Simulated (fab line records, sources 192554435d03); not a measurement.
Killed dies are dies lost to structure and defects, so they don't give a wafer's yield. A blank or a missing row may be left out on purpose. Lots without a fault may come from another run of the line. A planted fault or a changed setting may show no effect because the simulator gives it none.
Chamber matching | flow n5_finfet | N5_BEOL_M10_DEP_56 on pecvd-01: 3 sister chambers
The step deposits SiCN from 3MS/NH3, target thk 15 nm, time 26.5 s. 3 wafers are shown with their chamber, then 12 later ones without.

WAFERS WITH THEIR CHAMBER
wafer  | chamber | throttle_valve_pct (%)
L090.1 | 2       | 8.8
L090.3 | 0       | 9.5
L090.5 | 1       | 9.1

WAFERS WITHOUT THEIR CHAMBER
wafer  | throttle_valve_pct (%)
L094.1 | 8.6
L094.2 | 9.6
L094.3 | 8.9
L094.4 | 9.2
L094.5 | 9.3
L094.6 | 8.7
L097.1 | 9.1
L097.4 | 8.9
L097.6 | 9.6
L095.2 | 9.4
L095.4 | 9.3
L095.5 | 8.6

WHICH CHAMBER EACH WENT THROUGH
wafer  | from the rows above     | in truth
L094.1 | 2                       | 2
L094.2 | 0                       | 0
L094.3 | can't be placed: 2 or 1 | 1
L094.4 | can't be placed: 1 or 0 | 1
L094.5 | can't be placed: 0 or 1 | 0
L094.6 | 2                       | 2
L097.1 | 1                       | 1
L097.4 | can't be placed: 2 or 1 | 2
L097.6 | 0                       | 0
L095.2 | can't be placed: 0 or 1 | 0
L095.4 | can't be placed: 0 or 1 | 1
L095.5 | 2                       | 2
Placed correctly: 6 of 12. Can't be placed from these rows: 6 (the true chamber is among the candidates in 6). Placed wrongly: 0.
How it was worked out, from the rows above alone: a wafer's distance from a chamber is the root of the sum, over the readings, of the square of ((its reading less the chamber's mean) divided by the reading's scatter). The wafer belongs to the nearest chamber; if the next one is less than 2 further off, it can't be placed. A chamber's mean is the mean of its shown wafers. The scatter: with one shown wafer a chamber, the root of the mean of the squares of how far each hidden wafer lies from its nearest shown one.
